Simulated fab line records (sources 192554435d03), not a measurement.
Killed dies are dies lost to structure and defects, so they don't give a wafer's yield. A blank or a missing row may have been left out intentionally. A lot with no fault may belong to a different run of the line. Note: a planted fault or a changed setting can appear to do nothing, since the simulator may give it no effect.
Chamber matching / flow n5 finfet / N5_HKMG_FIN_PWFM_ALD_03 on ald metal-04: 4 sister chambers
The step deposits TiN, target thk 2 nm, pulse time 1 s, purge time 3 s. 8 wafers are shown with their chamber, then 8 later ones without.

## EACH WAFER AND ITS CHAMBER
wafer=L083.5; chamber=2; heater power w (W)=946; precursor pulse height rel=0.961
wafer=L087.4; chamber=2; heater power w (W)=923; precursor pulse height rel=1.034
wafer=L089.4; chamber=3; heater power w (W)=749; precursor pulse height rel=0.990
wafer=L089.5; chamber=0; heater power w (W)=764; precursor pulse height rel=1.005
wafer=L092.1; chamber=1; heater power w (W)=811; precursor pulse height rel=0.959
wafer=L092.2; chamber=0; heater power w (W)=760; precursor pulse height rel=1.029
wafer=L092.3; chamber=3; heater power w (W)=773; precursor pulse height rel=1.035
wafer=L094.2; chamber=1; heater power w (W)=810; precursor pulse height rel=0.975

## WAFERS WHOSE CHAMBER IS MISSING
wafer=L094.3; heater power w (W)=763; precursor pulse height rel=0.992
wafer=L094.4; heater power w (W)=933; precursor pulse height rel=0.981
wafer=L095.3; heater power w (W)=795; precursor pulse height rel=0.995
wafer=L095.4; heater power w (W)=899; precursor pulse height rel=0.971
wafer=L095.5; heater power w (W)=764; precursor pulse height rel=1.003
wafer=L097.2; heater power w (W)=799; precursor pulse height rel=0.969
wafer=L097.4; heater power w (W)=926; precursor pulse height rel=1.010
wafer=L097.6; heater power w (W)=919; precursor pulse height rel=1.013

## EACH ONE'S CHAMBER
wafer=L094.3; from the rows above=can't be placed: 3 or 0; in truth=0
wafer=L094.4; from the rows above=2; in truth=2
wafer=L095.3; from the rows above=can't be placed: 1 or 0 or 3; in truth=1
wafer=L095.4; from the rows above=2; in truth=2
wafer=L095.5; from the rows above=can't be placed: 3 or 0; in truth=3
wafer=L097.2; from the rows above=1; in truth=1
wafer=L097.4; from the rows above=2; in truth=2
wafer=L097.6; from the rows above=2; in truth=2
Correct placement for 5 of the 8. Cannot be placed on the basis of these rows: 3; the candidates contain the true chamber in 3. Number placed wrongly: 0.
How it was worked out, from the rows above alone: a wafer's distance from a chamber is the root of the sum, over the readings, of the square of ((its reading less the chamber's mean) divided by the reading's scatter). The wafer belongs to the nearest chamber; if the next one is less than 2 further off, it can't be placed. For every chamber, the mean is computed from those of its wafers that are shown. The scatter: the root of (the sum of the squares of (reading less its chamber's mean) over the shown wafers, divided by (wafers less chambers)).
